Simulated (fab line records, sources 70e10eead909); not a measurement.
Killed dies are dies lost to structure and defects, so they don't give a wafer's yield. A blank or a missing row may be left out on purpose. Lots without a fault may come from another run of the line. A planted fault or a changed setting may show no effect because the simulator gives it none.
Chamber matching | flow nand_harc | NHARC_A_STAIRCASE_ETCHBACK_157 on rie_diel-12: 4 sister chambers
The step etches the open film in CH3F/O2, target depth 90 nm, time 167.14 s. 8 wafers are shown with their chamber, then 7 later ones without.

WAFERS WITH THEIR CHAMBER
wafer  | chamber | drypump_motor_current_A (A) | showerhead_plenum_p_Torr (Torr)
L081.1 | 0       | 5.6                         | 2.64
L083.2 | 0       | 5.6                         | 2.64
L083.4 | 2       | 4.9                         | 2.28
L089.2 | 3       | 5.4                         | 2.63
L089.3 | 1       | 5.2                         | 2.56
L089.5 | 3       | 5.4                         | 2.63
L090.1 | 2       | 4.8                         | 2.66
L090.3 | 1       | 5.2                         | 2.56

WAFERS WITHOUT THEIR CHAMBER
wafer  | drypump_motor_current_A (A) | showerhead_plenum_p_Torr (Torr)
L090.5 | 5.2                         | 2.56
L096.1 | 5.2                         | 2.56
L096.2 | 5.6                         | 2.63
L096.3 | 5.4                         | 2.63
L097.2 | 5.4                         | 2.63
L097.3 | 5.2                         | 2.55
L097.5 | 4.9                         | 2.65

WHICH CHAMBER EACH WENT THROUGH
wafer  | from the rows above | in truth
L090.5 | 1                   | 1
L096.1 | 1                   | 1
L096.2 | 0                   | 0
L096.3 | 3                   | 3
L097.2 | 3                   | 3
L097.3 | 1                   | 1
L097.5 | 2                   | 2
Placed correctly: 7 of 7. Can't be placed from these rows: 0. Placed wrongly: 0.
How it was worked out, from the rows above alone: a wafer's distance from a chamber is the root of the sum, over the readings, of the square of ((its reading less the chamber's mean) divided by the reading's scatter). The wafer belongs to the nearest chamber; if the next one is less than 2 further off, it can't be placed. A chamber's mean is the mean of its shown wafers. The scatter: the root of (the sum of the squares of (reading less its chamber's mean) over the shown wafers, divided by (wafers less chambers)).
